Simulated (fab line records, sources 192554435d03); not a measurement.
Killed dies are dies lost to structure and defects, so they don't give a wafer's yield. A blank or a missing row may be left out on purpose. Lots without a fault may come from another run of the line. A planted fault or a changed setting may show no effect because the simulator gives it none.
fab line records | flow n5_finfet
record lots=6 wafers=16 last_day=17
route steps=1938 shown FIN_CUT@161 PASSIVATION@1936
lots that met no fault: from a run of the same line without faults
start_h: hours from the record's first day to the start of the lot's first wafer shown | wait_h: hours since the lot's step before | " the same as in the row above | L1.1+2: a row that stands for several wafers | - no value, or no start given | * or withheld: withheld | < > ~ a bound
route shown NAME@n: a module of which the file shows steps, and the number in the route of the first | usual: mean/standard deviation of fault-free wafers | same: alike in all rows | chamber/n: place in a boat | sites: the reading at each site | _std_site: their standard deviation | _edge_site: outer sites' mean less inner sites' | radius_mm: how far each site lies from the wafer's centre | mask NAME#n: copy n | behind: the tool/chamber that last shaped the wafer | hold: why the lot was held/for how many hours/how that ended | device: the transistor (n, p or np) that didn't switch | end of line: the same wafers' tests at the end of the route | a step without rows: its recipe alone | killed: dies lost to structure and defects at the first sort, not the wafer's yield | map: a wafer's dies, x killed, . not, _ none there
set.NAME: the setting as run; set.NAME@STEP: as run at that earlier step | model.NAME: the simulator's own value behind a step, which no gauge read
lots at some steps of the route; a table a step, a row a wafer
services: from which hour (start_h, from the record's first day; less than 0 if before it) a tool's chamber was out of use, for how many hours, and why
## steps
# step N5_FIN_CUT_PEB_06
# recipe peb_temp_c=100 peb_time_s=60 resist=CAR-EUV
# step N5_FIN_CUT_DEVELOP_07
# recipe develop_time_s=30 developer=TMAH resist=CAR-EUV rinse_liquid=surfactant_rinse dry=air_spin dev_temp_c=23
# step N5_FIN_CUT_CD_MEAS_08
# recipe target_cd_nm=29.1 landing_energy_ev=500 detector=se_inlens polarity=opening
# usual cd_nm=29.10/0.2
# columns lot.wafer tool chamber start_h wait_h cd_nm
L837.1 cd_sem-03 0 27.01 - 29.21
L837.4 " 0 " " 29.00
L837.6 " 0 " " 28.94
L841.1 cd_sem-03 0 50.54 - 28.92
L841.4 " 0 " " 29.46
L841.5 " 0 " " 29.16
L847.4 cd_sem-01 0 87.74 - 29.11
L847.5 " 0 " " 28.90
L848.4 cd_sem-02 0 92.60 - 29.28
L848.5 " 0 " " 29.29
L855.3 cd_sem-03 0 134.09 - 28.85
L855.4 " 0 " " 29.12
L855.6 " 0 " " 28.84
L859.1 cd_sem-03 0 158.13 - 29.22
L859.3 " 0 " " 29.36
L859.4 " 0 " " 29.51
# step N5_FIN_CUT_OVL_MEAS_09
# recipe points_per_wafer=522
# usual FIN_CUT_OVL=0.3/0.59
# columns lot.wafer tool chamber start_h wait_h FIN_CUT_OVL[nm]
L837.1 overlay-01 0 27.04 0.0 0.5
L837.4 " 0 " " 0.0
L837.6 " 0 " " 0.4
L841.1 overlay-01 0 50.57 0.0 0.4
L841.4 " 0 " " 0.4
L841.5 " 0 " " 0.2
L847.4 overlay-01 0 87.78 0.0 -1.0
L847.5 " 0 " " 0.1
L848.4 overlay-01 0 92.65 0.0 -0.8
L848.5 " 0 " " 0.1
L855.3 overlay-02 0 134.13 0.0 -0.2
L855.4 " 0 " " 0.4
L855.6 " 0 " " -0.3
L859.1 overlay-01 0 158.16 0.0 0.6
L859.3 " 0 " " 0.4
L859.4 " 0 " " 0.7
# step N5_FIN_CUT_INSPECT_10
# recipe mode=adi inspect_instrument=brightfield
# usual raw_defect_count=42/13
# columns lot.wafer tool chamber start_h wait_h raw_defect_count
L837.1 defect_inspect-02 - 27.10 0.1 31
L837.4 " - " " 50
L837.6 " - " " 45
L841.1 defect_inspect-01 - 50.63 0.1 42
L841.4 " - " " 44
L841.5 " - " " 46
L847.4 defect_inspect-02 - 87.83 0.0 24
L847.5 " - " " 35
L848.4 defect_inspect-02 - 92.69 0.0 60
L848.5 " - " " 59
L855.3 defect_inspect-01 - 134.17 0.0 45
L855.4 " - " " 36
L855.6 " - " " 54
L859.1 defect_inspect-01 - 158.22 0.1 34
L859.3 " - " " 25
L859.4 " - " " 15
# step N5_FIN_CUT_DESCUM_13
# recipe chemistry=O2 time_s=7 source_power_w=50 bias_power_w=20 pressure_mtorr=20 rf_frequency_hz=2.712e+07 temp_c=40 resist=CAR-EUV o2_flow_sccm=225
# usual drypump_motor_current_A=5.8/0.42 o2_flow_sccm=225.0/0.78 oes_product_au=0.80/0.081 rf_fwd_power_W=49.40/0.21 rf_vpp_V=243.1/1.3 showerhead_plenum_p_Torr=2.10/0.071 throttle_valve_pct=20.42/0.19
# columns lot.wafer tool chamber start_h wait_h drypump_motor_current_A o2_flow_sccm oes_product_au rf_fwd_power_W rf_hours_counter_h rf_vpp_V showerhead_plenum_p_Torr throttle_valve_pct
L837.1 rie_diel-04 1 27.29 0.2 5.8 225.9 0.97 49.33 2 244.4 2.23 20.41
L837.4 " 0 " " 5.1 225.6 0.80 49.46 112 243.1 2.10 20.25
L837.6 " 0 " " 5.1 224.2 0.80 49.52 - 243.4 2.10 20.25
L841.1 rie_diel-01 2 50.67 0.0 5.1 224.2 0.86 49.32 54 242.3 2.05 20.51
L841.4 " 0 " " 6.1 225.9 0.74 49.59 183 243.9 2.17 20.43
L841.5 " 2 " " 5.1 225.3 0.86 49.33 - 242.0 2.05 20.52
L847.4 rie_diel-01 2 87.86 0.0 5.2 225.0 0.85 49.35 65 241.9 2.05 20.53
L847.5 " 3 " " 6.0 225.2 0.81 49.47 - 244.0 2.10 20.24
L848.4 rie_diel-01 3 92.72 0.0 6.0 225.8 0.81 49.40 126 243.8 2.10 20.26
L848.5 " 3 " " 6.0 225.5 0.81 49.40 - 244.6 2.10 20.25
L855.3 rie_diel-04 3 134.21 0.0 5.7 225.4 0.69 49.53 235 242.9 1.99 20.67
L855.4 " 3 " " 5.7 225.0 0.69 49.50 - 240.4 1.99 20.66
L855.6 " 0 " " 5.1 225.4 0.78 49.50 - 243.5 2.09 20.29
L859.1 rie_diel-05 3 158.46 0.2 6.2 225.8 0.72 49.57 216 244.1 2.14 20.34
L859.3 " 0 " " 5.9 226.4 0.98 49.28 2 243.4 2.16 20.44
L859.4 " 2 " " 5.3 225.8 0.80 49.09 102 243.4 2.11 20.62
# step N5_FIN_CUT_ETCH_30
# recipe chemistry=N2/H2 target=underlayer target_depth_a=130 mask_material=CAR-EUV time_s=10.4 ion_energy_ev=200 pressure_mtorr=30 source_w=840 bias_w=150 n2_flow_sccm=200 h2_flow_sccm=200 ends=cleared
# usual drypump_motor_current_A=5.8/0.41 etch_rf_on_time_s=10.38/0.27 h2_flow_sccm=200.0/0.62 oes_product_au=0.68/0.068 rf_fwd_power_W=819.6/2.3 rf_vpp_V=524.0/2.6 showerhead_plenum_p_Torr=2.54/0.094 throttle_valve_pct=17.80/0.18
# columns lot.wafer tool chamber start_h wait_h drypump_motor_current_A etch_rf_on_time_s h2_flow_sccm oes_product_au rf_fwd_power_W rf_hours_counter_h rf_vpp_V showerhead_plenum_p_Torr throttle_valve_pct
L837.1 rie_diel-04 1 27.32 0.0 5.9 10.04 200.7 0.85 823.5 2 528.3 2.72 17.78
L837.4 " 0 " " 5.1 10.05 199.4 0.69 824.3 112 525.7 2.54 17.54
L837.6 " 0 " " 5.1 10.08 199.7 0.69 822.3 - 522.9 2.54 17.54
L841.1 rie_diel-01 2 50.70 0.0 5.1 10.43 199.8 0.74 816.7 54 522.5 2.47 17.81
L841.4 " 0 " " 6.0 10.23 199.7 0.64 820.5 183 525.9 2.63 17.83
L841.5 " 2 " " 5.1 10.49 200.2 0.73 821.0 - 521.3 2.47 17.81
L847.4 rie_diel-01 2 87.90 0.0 5.2 10.34 201.5 0.73 819.3 65 523.3 2.47 17.83
L847.5 " 3 " " 6.0 10.51 198.5 0.68 820.2 - 523.8 2.55 17.56
L848.4 rie_diel-01 3 92.76 0.0 6.0 10.64 198.5 0.67 813.3 126 525.4 2.55 17.56
L848.5 " 3 " " 6.0 10.49 198.9 0.68 814.0 - 524.2 2.55 17.57
L855.3 rie_diel-04 3 134.24 0.0 5.7 10.68 200.5 0.59 818.3 235 520.0 2.39 17.88
L855.4 " 3 " " 5.7 10.58 200.0 0.59 818.1 - 519.4 2.39 17.87
L855.6 " 0 " " 5.1 10.13 199.6 0.66 818.4 - 523.9 2.52 17.59
L859.1 rie_diel-05 3 158.49 0.0 6.2 10.17 200.0 0.62 818.0 216 527.1 2.62 17.92
L859.3 " 0 " " 5.9 10.90 199.4 0.81 820.5 2 526.1 2.61 17.82
L859.4 " 2 " " 5.3 10.22 199.7 0.69 823.6 102 524.0 2.58 18.10
# step N5_FIN_CUT_ETCH_20
# recipe chemistry=CF4 target=SiARC target_depth_a=260 mask_material=CAR-EUV time_s=43.3 ion_energy_ev=80 pressure_mtorr=40 source_w=545 bias_w=36 Ar_flow_sccm=100 cf4_flow_sccm=100 ends=cleared
# usual drypump_motor_current_A=5.8/0.41 etch_rf_on_time_s=43.1/1.1 oes_product_au=0.68/0.07 rf_fwd_power_W=535.7/2.4 rf_vpp_V=184.1/1.3 showerhead_plenum_p_Torr=2.15/0.07 throttle_valve_pct=15.59/0.15
# columns lot.wafer tool chamber start_h wait_h drypump_motor_current_A etch_rf_on_time_s oes_product_au rf_fwd_power_W rf_hours_counter_h rf_vpp_V showerhead_plenum_p_Torr throttle_valve_pct
L837.1 rie_diel-04 1 27.34 0.0 5.8 41.4 0.84 534.6 2 185.9 2.28 15.50
L837.4 " 0 " " 5.1 41.4 0.69 539.0 112 185.0 2.15 15.46
L837.6 " 0 " " 5.1 41.7 0.69 538.5 - 185.4 2.15 15.45
L841.1 rie_diel-01 2 50.72 0.0 5.2 43.1 0.74 531.7 54 182.6 2.10 15.58
L841.4 " 0 " " 6.1 42.8 0.63 538.2 183 183.7 2.20 15.53
L841.5 " 2 " " 5.2 43.2 0.74 532.9 - 183.8 2.10 15.59
L847.4 rie_diel-01 2 87.92 0.0 5.1 43.2 0.73 534.6 65 184.0 2.10 15.62
L847.5 " 3 " " 6.0 44.0 0.68 535.0 - 183.0 2.16 15.53
L848.4 rie_diel-01 3 92.78 0.0 6.0 44.1 0.68 534.4 126 185.4 2.16 15.52
L848.5 " 3 " " 6.0 44.4 0.67 532.9 - 184.3 2.16 15.51
L855.3 rie_diel-04 3 134.26 0.0 5.7 43.8 0.59 536.0 235 182.9 2.03 15.75
L855.4 " 3 " " 5.7 43.9 0.58 537.3 - 181.4 2.03 15.76
L855.6 " 0 " " 5.1 41.6 0.67 536.5 - 184.9 2.14 15.50
L859.1 rie_diel-05 3 158.51 0.0 6.2 42.1 0.62 536.2 216 184.4 2.20 15.71
L859.3 " 0 " " 5.9 44.7 0.82 537.0 2 185.8 2.19 15.45
L859.4 " 2 " " 5.3 42.8 0.69 532.6 102 184.5 2.15 15.73
# step N5_FIN_CUT_ETCH_21
# recipe chemistry=N2/H2 target=SOC target_depth_a=2190 overetch_a=438 mask_material=SiARC temp_c=40 ion_energy_ev=100 bias_w=61 time_s=523.5 pressure_mtorr=30 source_w=850 n2_flow_sccm=200 h2_flow_sccm=200
# step N5_FIN_CUT_STRIP_23
# recipe chemistry=N2/H2 temp_c=40 n2_flow_sccm=200 h2_flow_sccm=200 rf_frequency_hz=6e+07
# step N5_FIN_CUT_STRIP_31
# recipe chemistry=N2/H2 temp_c=40 n2_flow_sccm=200 h2_flow_sccm=200 rf_frequency_hz=6e+07
# step N5_FIN_CUT_STRIP_24
# recipe chemistry=CF4 resist=SiARC power_w=300 bias_power_w=75 pressure_mtorr=50 cf4_flow_sccm=150 rf_frequency_hz=6e+07
# usual drypump_motor_current_A=5.7/0.42 oes_product_au=0.79/0.076 rf_fwd_power_W=292.5/0.97 rf_vpp_V=271.3/1.6 showerhead_plenum_p_Torr=1.80/0.061 throttle_valve_pct=13.57/0.17
# columns lot.wafer tool chamber start_h wait_h drypump_motor_current_A oes_product_au rf_fwd_power_W rf_hours_counter_h rf_vpp_V showerhead_plenum_p_Torr throttle_valve_pct
L837.1 rie_diel-04 1 27.70 0.0 5.8 0.95 294.2 2 274.2 1.92 13.45
L837.4 " 0 " " 5.1 0.78 291.0 112 272.2 1.80 13.42
L837.6 " 0 " " 5.1 0.78 292.3 - 270.8 1.80 13.41
L841.1 rie_diel-01 2 51.08 0.0 5.1 0.85 291.2 54 270.4 1.76 13.52
L841.4 " 0 " " 6.0 0.73 294.0 183 274.3 1.85 13.55
L841.5 " 2 " " 5.1 0.86 290.9 - 270.6 1.76 13.51
L847.4 rie_diel-01 2 88.28 0.0 5.1 0.84 293.6 66 269.9 1.75 13.52
L847.5 " 3 " " 6.0 0.79 293.7 - 271.0 1.80 13.46
L848.4 rie_diel-01 3 93.14 0.0 6.0 0.79 292.5 126 270.6 1.80 13.46
L848.5 " 3 " " 6.0 0.79 293.1 - 271.2 1.80 13.47
L855.3 rie_diel-04 3 134.62 0.0 5.7 0.68 293.3 235 267.9 1.70 13.79
L855.4 " 3 " " 5.7 0.68 292.2 - 268.1 1.70 13.78
L855.6 " 0 " " 5.1 0.76 292.5 - 271.6 1.79 13.47
L859.1 rie_diel-05 3 158.87 0.0 6.2 0.71 293.6 217 270.9 1.86 13.78
L859.3 " 0 " " 5.9 0.96 292.5 2 273.5 1.84 13.39
L859.4 " 2 " " 5.3 0.78 293.1 102 271.5 1.80 13.71
# step N5_FIN_CUT_CUT_ETCH_26
# recipe chemistry=CH3F/O2 target=SiNx target_depth_a=390 mask_material=SOC time_s=55.7 pressure_mtorr=30 source_w=395 bias_w=73 Ar_flow_sccm=150 CH3F_flow_sccm=30 O2_flow_sccm=20 ion_energy_ev=120
# usual drypump_motor_current_A=5.8/0.42 oes_product_au=0.80/0.079 rf_fwd_power_W=391.4/1.5 rf_vpp_V=296/5.6 showerhead_plenum_p_Torr=2.00/0.066 throttle_valve_pct=16.34/0.15
# columns lot.wafer tool chamber start_h wait_h drypump_motor_current_A oes_product_au rf_fwd_power_W rf_hours_counter_h rf_vpp_V showerhead_plenum_p_Torr throttle_valve_pct model.etch.depth_nm model.SOC_of_FIN_CUT_COAT_18.thk_nm
L837.1 rie_diel-04 1 27.72 0.0 5.8 0.97 390.7 2 302 2.13 16.22 39.54 211.2
L837.4 " 0 " " 5.1 0.80 395.0 112 290 2.02 16.25 39.69 210.6
L837.6 " 0 " " 5.1 0.79 395.1 - 290 2.02 16.24 39.43 211.6
L841.1 rie_diel-01 2 51.10 0.0 5.2 0.87 392.1 54 291 1.96 16.38 38.84 211.6
L841.4 " 0 " " 6.1 0.74 394.1 183 298 2.06 16.30 39.22 211.2
L841.5 " 2 " " 5.2 0.86 391.2 - 293 1.96 16.36 39.05 210.6
L847.4 rie_diel-01 2 88.30 0.0 5.1 0.76 389.5 66 291 1.96 16.38 32.25 214.8
L847.5 " 3 " " 6.0 0.71 390.1 - 294 2.03 16.29 31.91 214.6
L848.4 rie_diel-01 3 93.16 0.0 6.0 0.71 388.9 126 295 2.02 16.29 31.95 215.8
L848.5 " 3 " " 6.0 0.70 391.6 - 295 2.02 16.29 31.89 215.8
L855.3 rie_diel-04 3 134.64 0.0 5.7 0.69 391.4 235 295 1.89 16.51 38.5 211.4
L855.4 " 3 " " 5.7 0.69 392.4 - 297 1.89 16.50 38.47 210.4
L855.6 " 0 " " 5.1 0.78 391.3 - 290 2.01 16.29 39.85 210.6
L859.1 rie_diel-05 3 158.89 0.0 6.2 0.73 391.9 217 288 2.05 16.36 39.34 212
L859.3 " 0 " " 5.9 0.97 390.3 2 303 2.05 16.18 38.23 212.6
L859.4 " 2 " " 5.3 0.79 390.3 102 308 2.01 16.48 39.43 212
# step N5_FIN_CUT_CUT_ETCH_27
# recipe chemistry=CHF3/O2 target=SiO2 target_depth_a=40 mask_material=SOC overetch_a=20 time_s=4.9 pressure_mtorr=30 source_w=650 bias_w=170 Ar_flow_sccm=200 CHF3_flow_sccm=50 O2_flow_sccm=5 ion_energy_ev=200
# step N5_FIN_CUT_PRECLEAN_35
# recipe time_s=13.3 temp_c=45 pressure_torr=125 p_hf_torr=3 p_coreactant_torr=25 chemistry=vHF
# step N5_FIN_CUT_CUT_ETCH_15
# recipe chemistry=HBr/Cl2/O2 target=Si target_depth_a=1000 bt_time_s=10 mask_material=SOC time_s=42.4 ion_energy_ev=* bias_w=* pressure_mtorr=10 icp_w=800 HBr_flow_sccm=150 Cl2_flow_sccm=80 O2_flow_sccm=12
# step N5_FIN_CUT_CUT_ETCH_28
# recipe chemistry=HBr/Cl2/O2 target=Si target_depth_a=60 mask_material=SOC time_s=2.4 ion_energy_ev=* bias_w=* pressure_mtorr=10 icp_w=800 HBr_flow_sccm=150 Cl2_flow_sccm=80 O2_flow_sccm=12
# usual drypump_motor_current_A=5.8/0.51 oes_product_au=1.009/0.012 rf_fwd_power_W=* throttle_valve_pct=37.01/0.27
# columns lot.wafer tool chamber start_h wait_h drypump_motor_current_A oes_product_au rf_fwd_power_W rf_hours_counter_h throttle_valve_pct model.SOC_of_FIN_CUT_COAT_18.thk_nm
L837.1 rie_si-03 3 27.97 0.0 6.2 0.997 * 202 37.00 169
L837.4 " 0 " " 5.7 1.008 * 97 37.25 168
L837.6 " 2 " " 5.0 0.998 * - 37.01 168.8
L841.1 rie_si-01 0 51.35 0.0 5.3 0.999 * 134 36.87 169.2
L841.4 " 2 " " 6.1 1.002 * - 37.37 168.4
L841.5 " 1 " " 6.5 1.008 * - 36.97 168.4
L847.4 rie_si-03 0 89.32 0.0 5.8 1.011 * 98 37.25 171.4
L847.5 " 0 " " 5.7 1.015 * - 37.28 171.4
L848.4 rie_si-01 3 93.41 0.0 6.6 1.030 * 30 37.35 174
L848.5 " 2 " " 6.1 0.992 * - 37.38 173.2
L855.3 rie_si-01 1 134.90 0.0 6.5 0.999 * 87 36.98 168.6
L855.4 " 0 " " 5.4 1.001 * 136 36.88 168.2
L855.6 " 1 " " 6.4 1.006 * - 36.97 168
L859.1 rie_si-03 0 159.14 0.0 5.7 1.015 * 99 37.25 168.6
L859.3 " 1 " " 5.4 1.010 * 188 36.58 170.4
L859.4 " 3 " " 6.2 1.026 * 1 36.98 169.6
# step N5_FIN_CUT_STRIP_22
# recipe chemistry=N2/H2 power_w=500 temp_c=40 pressure_mtorr=50 rf_frequency_hz=6e+07 overash_fraction=0.3 bias_power_w=8 h2_frac=0.5 n2_flow_sccm=300 h2_flow_sccm=300
# usual drypump_motor_current_A=5.8/0.39 h2_flow_sccm=299.9/0.96 oes_product_au=0.80/0.087 rf_vpp_V=54.3/2.3 showerhead_plenum_p_Torr=3.37/0.13 throttle_valve_pct=18.83/0.28
# columns lot.wafer tool chamber start_h wait_h drypump_motor_current_A h2_flow_sccm oes_product_au rf_hours_counter_h rf_vpp_V showerhead_plenum_p_Torr throttle_valve_pct
L837.1 rie_diel-05 0 28.19 0.2 5.9 299.1 0.70 221 54.9 3.46 19.38
L837.4 " 1 " " 6.1 299.7 0.84 62 55.4 3.27 18.74
L837.6 " 3 " " 6.2 300.1 0.77 - 54.9 3.48 19.03
L841.1 rie_diel-01 3 51.43 0.1 6.0 299.5 0.80 114 56.2 3.37 18.32
L841.4 " 2 " " 5.2 298.6 0.87 55 53.5 3.27 18.94
L841.5 " 0 " " 6.1 301.6 0.73 - 56.4 3.47 18.87
L847.4 rie_diel-05 1 89.38 0.0 6.2 300.8 0.81 81 52.4 3.26 18.79
L847.5 " 3 " " 6.2 300.0 0.75 - 62.1 3.47 19.07
L848.4 rie_diel-01 3 93.48 0.0 6.0 298.3 0.81 127 52.1 3.36 18.35
L848.5 " 2 " " 5.2 299.2 0.85 - 52.8 3.26 18.97
L855.3 rie_diel-04 3 134.96 0.0 5.7 298.6 0.67 235 52.8 3.16 18.78
L855.4 " 1 " " 5.9 300.3 0.88 - 55.7 3.56 18.80
L855.6 " 3 " " 5.7 300.0 0.69 - 52.9 3.16 18.82
L859.1 rie_diel-04 2 159.24 0.1 5.6 298.5 0.94 4 52.7 3.57 18.20
L859.3 " 0 " " 5.1 299.5 0.74 151 53.6 3.33 18.57
L859.4 " 3 " " 5.7 300.1 0.67 244 55.1 3.16 18.84
# step N5_PASSIVATION_PROBE_49
# usual killed_at_M0_to_M3=34/12 killed_at_M4_up=12/4.9 killed_at_contacts=13/7.2 killed_at_front_end=39/12 killed_at_other=3.7/2.9 killed_dies=101/18 killed_open=67/14 killed_short=33/7.2
# same gross_dies=1180 killed_at_back_side=0
# columns lot.wafer tool chamber start_h wait_h killed_at_M0_to_M3 killed_at_M4_up killed_at_contacts killed_at_front_end killed_at_other killed_dies killed_open killed_short
L837.1 prober-01 - 282.27 0.0 40 8 17 27 2 94 67 25
L837.4 prober-01 - 282.42 0.2 43 6 14 41 3 107 70 36
L837.6 prober-01 - 282.52 0.3 58 5 9 21 2 95 65 28
L841.1 prober-01 - 299.28 0.0 23 16 7 48 5 99 53 42
L841.4 prober-01 - 299.43 0.2 20 14 7 57 7 105 65 40
L841.5 prober-01 - 299.48 0.2 14 9 24 35 4 86 63 23
L847.4 prober-01 - 339.16 0.2 30 10 3 63 4 110 71 35
L847.5 prober-01 - 339.21 0.2 29 16 13 43 9 110 69 41
L848.4 prober-02 - 356.76 0.2 31 12 17 34 4 98 63 33
L848.5 prober-02 - 356.81 0.2 15 16 18 24 1 74 55 18
L859.1 prober-01 - 410.95 0.0 32 1 14 37 4 88 55 32
L859.3 prober-01 - 411.05 0.1 41 7 20 35 3 106 71 32
L859.4 prober-01 - 411.10 0.2 28 7 21 32 6 94 62 32
# killed by level:class
L837.1 BEOL_M2:geometric_particle:open=16 MOL_CONTACT_COAG:geometric_particle:open=13 BEOL_M3:geometric_particle:open=6 STI_FIN_REVEAL:geometric_particle:open=5 MOL_CONTACT_COAG:geometric_particle:short=4 BEOL_M0:geometric_particle:open=4 STARTING-WAFER:geometric_particle:short=4 STARTING-WAFER:geometric_particle:open=4
L837.4 BEOL_M2:geometric_particle:open=16 BEOL_M3:geometric_particle:open=12 MOL_CONTACT_COAG:geometric_particle:open=11 FIN_SAQP:geometric_particle:short=10 FIN_SAQP:geometric_particle:open=9 STI_FIN_REVEAL:geometric_particle:open=4 BEOL_M2:geometric_particle:short=4 DUMMY_GATE:geometric_particle:open=3
L837.6 BEOL_M1:geometric_particle:open=11 BEOL_M2:geometric_particle:open=11 BEOL_M3:geometric_particle:open=8 BEOL_M0_SAQP:geometric_particle:open=7 BEOL_M0_SAQP:geometric_particle:short=7 MOL_CONTACT_COAG:geometric_particle:open=6 BEOL_M2:geometric_particle:short=5 STI_FIN_REVEAL:geometric_particle:open=4
L841.1 FIN_SAQP:geometric_particle:short=19 FIN_SAQP:geometric_particle:open=10 BEOL_M1:geometric_particle:short=8 MOL_CONTACT_COAG:geometric_particle:open=7 BEOL_M4:geometric_particle:open=5 ILD0:geometric_particle:open=5 DUMMY_GATE:geometric_particle:open=4 BEOL_M2:geometric_particle:open=4
L841.4 FIN_SAQP:geometric_particle:open=19 STI_FIN_REVEAL:geometric_particle:open=9 ILD0:geometric_particle:short=9 FIN_SAQP:geometric_particle:short=8 BEOL_M4:geometric_particle:open=8 BEOL_M0_SAQP:geometric_particle:short=5 STI_FIN_REVEAL:geometric_particle:short=4 MOL_CONTACT_COAG:geometric_particle:open=4
L841.5 MOL_CONTACT_COAG:geometric_particle:open=20 FIN_SAQP:geometric_particle:open=12 STI_FIN_REVEAL:geometric_particle:open=8 FIN_SAQP:geometric_particle:short=4 GATE_CUT:geometric_particle:short=4 MOL_CONTACT_COAG:geometric_particle:short=4 BEOL_M4:geometric_particle:open=4 BEOL_M0_SAQP:geometric_particle:short=3
L847.4 FIN_SAQP:geometric_particle:short=15 FIN_SAQP:geometric_particle:open=13 BEOL_M0_SAQP:geometric_particle:open=8 GATE_CUT:geometric_particle:open=7 ILD0:geometric_particle:open=5 GATE_CUT:geometric_particle:short=5 BEOL_M0_SAQP:geometric_particle:short=5 BEOL_M1:geometric_particle:open=5
L847.5 MOL_CONTACT_COAG:geometric_particle:open=12 STI_FIN_REVEAL:geometric_particle:open=10 FIN_SAQP:geometric_particle:short=7 BEOL_M0_SAQP:geometric_particle:open=7 BEOL_M3:geometric_particle:open=6 FIN_SAQP:geometric_particle:open=5 BEOL_M0_SAQP:geometric_particle:short=5 BEOL_M1:geometric_particle:open=5
L848.4 MOL_CONTACT_COAG:geometric_particle:open=17 FIN_SAQP:geometric_particle:open=8 BEOL_M0_SAQP:geometric_particle:open=8 BEOL_M0_SAQP:geometric_particle:short=6 BEOL_M1:geometric_particle:open=6 FIN_SAQP:geometric_particle:short=5 BEOL_M4:geometric_particle:open=4 STI_FIN_REVEAL:geometric_particle:open=4
L848.5 MOL_CONTACT_COAG:geometric_particle:open=13 STI_FIN_REVEAL:geometric_particle:open=11 MOL_CONTACT_COAG:geometric_particle:short=5 BEOL_M4:geometric_particle:open=5 BEOL_M5:geometric_particle:open=5 BEOL_M0_SAQP:geometric_particle:open=4 FIN_SAQP:geometric_particle:open=3 GATE_CUT:geometric_particle:short=3
L859.1 FIN_SAQP:geometric_particle:open=13 MOL_CONTACT_COAG:geometric_particle:open=11 BEOL_M0_SAQP:geometric_particle:short=8 BEOL_M0_SAQP:geometric_particle:open=8 FIN_SAQP:geometric_particle:short=7 STI_FIN_REVEAL:geometric_particle:open=7 BEOL_M1:geometric_particle:short=5 BEOL_M3:geometric_particle:open=5
L859.3 MOL_CONTACT_COAG:geometric_particle:open=17 STI_FIN_REVEAL:geometric_particle:open=14 BEOL_M1:geometric_particle:open=8 BEOL_M0_SAQP:geometric_particle:short=7 BEOL_M2:geometric_particle:open=7 BEOL_M0_SAQP:geometric_particle:open=6 BEOL_M3:geometric_particle:open=5 STI_FIN_REVEAL:geometric_particle:short=4
L859.4 MOL_CONTACT_COAG:geometric_particle:open=16 BEOL_M3:geometric_particle:open=7 FIN_SAQP:geometric_particle:short=6 STI_FIN_REVEAL:geometric_particle:open=6 FIN_SAQP:geometric_particle:open=5 DUMMY_GATE:geometric_particle:open=5 MOL_CONTACT_COAG:geometric_particle:short=5 BEOL_M1:geometric_particle:open=5
## services
# columns tool chamber start_h hours kind
rie_diel-05 3 36.92 2.7 repair
rie_si-01 3 48.04 8.9 repair
rie_diel-04 1 56.27 4.2 repair
rie_si-03 3 58.88 6.8 repair
rie_diel-05 - 60.59 0.6 repair
rie_si-03 0 70.48 7.0 repair
rie_si-01 - 78.17 0.7 repair
rie_diel-04 0 80.56 7.8 repair
rie_diel-01 - 98.51 2.8 pm
rie_diel-01 3 111.79 13.2 repair
rie_diel-04 2 120.94 - clean
rie_diel-04 2 120.94 - consumable_replace:focus_ring
rie_diel-04 2 120.94 - consumable_replace:showerhead
rie_diel-04 2 120.94 23.6 scheduled_down
rie_diel-04 2 120.94 23.6 vent_cycle
rie_diel-05 0 123.19 - clean
rie_diel-05 0 123.19 - consumable_replace:focus_ring
rie_diel-05 0 123.19 28.3 scheduled_down
rie_diel-05 0 123.19 28.3 vent_cycle
rie_diel-01 0 123.46 131.8 repair
rie_diel-05 1 126.84 5.4 repair
rie_si-01 3 150.60 4.7 repair
rie_si-03 1 152.82 1.6 repair
rie_diel-01 3 154.67 14.1 repair
## key
first_sign none at tools or gauges
model_effect step=N5_FIN_CUT_CUT_ETCH_26 value=etch.depth_nm without=38.65 struck=32
model_effect step=N5_FIN_CUT_CUT_ETCH_28 value=SOC_of_FIN_CUT_COAT_18.thk_nm without=169.4 struck=172.5
met_at N5_FIN_CUT_CUT_ETCH_26
struck_wafers L847.4,L847.5,L848.4,L848.5
tester_left_out L847,L848
onset_between 51.10 88.30
also_fits N5_FIN_CUT_DESCUM_13:rie_diel-01,N5_FIN_CUT_ETCH_30:rie_diel-01,N5_FIN_CUT_ETCH_20:rie_diel-01,N5_FIN_CUT_STRIP_24:rie_diel-01
fault kind=process_parameter_drift tool=rie_diel-01 chamber=- onset_h=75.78 steps=N5_FIN_CUT_CUT_ETCH_26 channel=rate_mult offset=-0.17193 shape=step end_h=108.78 scope=struck_wafers_only
# tester_left_out: of these lots the tester's yield and bins aren't shown, on N5 and GAA mostly nor the transistor test; their killed dies are dies lost to structure and defects alone, not to doping, threshold or leakage, so they don't give the yield
